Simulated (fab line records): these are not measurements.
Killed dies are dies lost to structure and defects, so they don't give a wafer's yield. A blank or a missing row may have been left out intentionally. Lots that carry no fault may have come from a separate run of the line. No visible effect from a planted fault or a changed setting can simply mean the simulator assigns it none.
Split-lot experiment :: flow n5_finfet :: 7 lots, 21 wafers read, on a route of 1938 steps

## THE SPLIT ITSELF
At N5_BEOL_M8_ETCH_62 (etches SOC in N2/H2, target depth 110 nm, overetch 22 nm, time 165 s), the setting time_s was moved away from the recipe's 165 s on 7 of the 21 wafers read, by -14.2% to +12.8%. All remaining wafers had this setting at the recipe value.

The reading comes from the split's own step.

## THE READING
SiARC_of_BEOL_M8_COAT_60.thk_nm (the simulator's own value, which no gauge read), in nm, at N5_BEOL_M8_ETCH_62 (etches SOC in N2/H2, target depth 110 nm, overetch 22 nm, time 165 s). There is no usual value for it anywhere in the file. The 14 wafers here that ran the recipe average 28.4 nm, standard deviation 0.17 nm.

wafer: L074.1
tool, chamber at the split: rie_diel-04, 1
time_s as run, s: 165
against the recipe: recipe
SiARC_of_BEOL_M8_COAT_60.thk_nm, nm: 28.4
against lot-mates on the recipe: -

wafer: L074.5
tool, chamber at the split: rie_diel-04, 1
time_s as run, s: 165
against the recipe: recipe
SiARC_of_BEOL_M8_COAT_60.thk_nm, nm: 28.4
against lot-mates on the recipe: -

wafer: L074.3
tool, chamber at the split: rie_diel-04, 2
time_s as run, s: 165
against the recipe: recipe
SiARC_of_BEOL_M8_COAT_60.thk_nm, nm: 28.2
against lot-mates on the recipe: -

wafer: L076.1
tool, chamber at the split: rie_diel-04, 3
time_s as run, s: 165
against the recipe: recipe
SiARC_of_BEOL_M8_COAT_60.thk_nm, nm: 28.4
against lot-mates on the recipe: -

wafer: L076.4
tool, chamber at the split: rie_diel-04, 0
time_s as run, s: 165
against the recipe: recipe
SiARC_of_BEOL_M8_COAT_60.thk_nm, nm: 28.6
against lot-mates on the recipe: -

wafer: L076.5
tool, chamber at the split: rie_diel-04, 3
time_s as run, s: 151
against the recipe: -8.5%
SiARC_of_BEOL_M8_COAT_60.thk_nm, nm: 28.8
against lot-mates on the recipe: +0.3

wafer: L077.1
tool, chamber at the split: rie_diel-04, 0
time_s as run, s: 186.1
against the recipe: +12.8%
SiARC_of_BEOL_M8_COAT_60.thk_nm, nm: 27.6
against lot-mates on the recipe: -0.6

wafer: L077.4
tool, chamber at the split: rie_diel-04, 2
time_s as run, s: 165
against the recipe: recipe
SiARC_of_BEOL_M8_COAT_60.thk_nm, nm: 28.2
against lot-mates on the recipe: -

wafer: L077.5
tool, chamber at the split: rie_diel-04, 2
time_s as run, s: 186.1
against the recipe: +12.8%
SiARC_of_BEOL_M8_COAT_60.thk_nm, nm: 27.4
against lot-mates on the recipe: -0.8

wafer: L080.1
tool, chamber at the split: rie_diel-04, 3
time_s as run, s: 165
against the recipe: recipe
SiARC_of_BEOL_M8_COAT_60.thk_nm, nm: 28.2
against lot-mates on the recipe: -

wafer: L080.2
tool, chamber at the split: rie_diel-04, 2,1
time_s as run, s: 165
against the recipe: recipe
SiARC_of_BEOL_M8_COAT_60.thk_nm, nm: 28.4
against lot-mates on the recipe: -

wafer: L080.6
tool, chamber at the split: rie_diel-04, 2,1
time_s as run, s: 165
against the recipe: recipe
SiARC_of_BEOL_M8_COAT_60.thk_nm, nm: 28.4
against lot-mates on the recipe: -

wafer: L082.1
tool, chamber at the split: rie_diel-03, 0
time_s as run, s: 165
against the recipe: recipe
SiARC_of_BEOL_M8_COAT_60.thk_nm, nm: 28.2
against lot-mates on the recipe: -

wafer: L082.4
tool, chamber at the split: rie_diel-03, 2
time_s as run, s: 165
against the recipe: recipe
SiARC_of_BEOL_M8_COAT_60.thk_nm, nm: 28.4
against lot-mates on the recipe: -

wafer: L082.6
tool, chamber at the split: rie_diel-03, 0
time_s as run, s: 141.5
against the recipe: -14.2%
SiARC_of_BEOL_M8_COAT_60.thk_nm, nm: 29.4
against lot-mates on the recipe: +1.1

wafer: L083.4
tool, chamber at the split: rie_diel-01, 0
time_s as run, s: 165
against the recipe: recipe
SiARC_of_BEOL_M8_COAT_60.thk_nm, nm: 28.8
against lot-mates on the recipe: -

wafer: L083.5
tool, chamber at the split: rie_diel-01, 2
time_s as run, s: 178.6
against the recipe: +8.2%
SiARC_of_BEOL_M8_COAT_60.thk_nm, nm: 27.8
against lot-mates on the recipe: -0.7

wafer: L083.6
tool, chamber at the split: rie_diel-01, 3
time_s as run, s: 165
against the recipe: recipe
SiARC_of_BEOL_M8_COAT_60.thk_nm, nm: 28.2
against lot-mates on the recipe: -

wafer: L086.3
tool, chamber at the split: rie_diel-01, 3
time_s as run, s: 142.9
against the recipe: -13.4%
SiARC_of_BEOL_M8_COAT_60.thk_nm, nm: 29
against lot-mates on the recipe: +0.8

wafer: L086.5
tool, chamber at the split: rie_diel-01, 3
time_s as run, s: 142.9
against the recipe: -13.4%
SiARC_of_BEOL_M8_COAT_60.thk_nm, nm: 29
against lot-mates on the recipe: +0.8

wafer: L086.4
tool, chamber at the split: rie_diel-01, 1
time_s as run, s: 165
against the recipe: recipe
SiARC_of_BEOL_M8_COAT_60.thk_nm, nm: 28.2
against lot-mates on the recipe: -
When a row names more than one chamber, that row covers several wafers, and the file does not tell which wafer ran in which chamber.

FIT RESULTS
A straight line over all 21 wafers: SiARC_of_BEOL_M8_COAT_60.thk_nm changes by -0.0609 nm for each +1% of time_s; r = -0.94; the points scatter about the line by 0.17 nm.
The same after taking each lot's own level away (the mean of its wafers on the recipe; 21 wafers): -0.0616 nm for each +1%; r = -0.95; scatter 0.15 nm.
The reading moves by 0.88 nm for the largest change in time_s, on that fit.
Measured against the standard deviation above, the lots' own levels, which go from 28.20 to 28.50 nm, span 1.7 times it.
The two slopes agree, so the slope changes little with the lot-to-lot level.
Check: +0.808 nm against its lot-mates is what the line predicts for one of the wafers moved furthest among these (-14.2%) when that wafer is left out of the fit. Against them it came out at +1.1 nm.

## THESE WAFERS: OTHER SPLITS
These wafers also went through other splits before the reading. Each is held against what the fit with the lots' levels taken away leaves over:
other split on the same wafers: N5_BEOL_M6_COAT_59 spin_rpm
wafers away from the commonest value: 7
r with SiARC_of_BEOL_M8_COAT_60.thk_nm (lot level and that fit taken away): -0.24

other split on the same wafers: N5_BEOL_M7_ETCH_61 source_w
wafers away from the commonest value: 7
r with SiARC_of_BEOL_M8_COAT_60.thk_nm (lot level and that fit taken away): -0.23

other split on the same wafers: N5_BEOL_M7_COAT_22 spin_rpm
wafers away from the commonest value: 8
r with SiARC_of_BEOL_M8_COAT_60.thk_nm (lot level and that fit taken away): -0.11

## THE FILE'S OWN FIT
SiARC_of_BEOL_M8_COAT_60.thk_nm changes by -0.0637 nm for each +1% of time_s, r = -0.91.
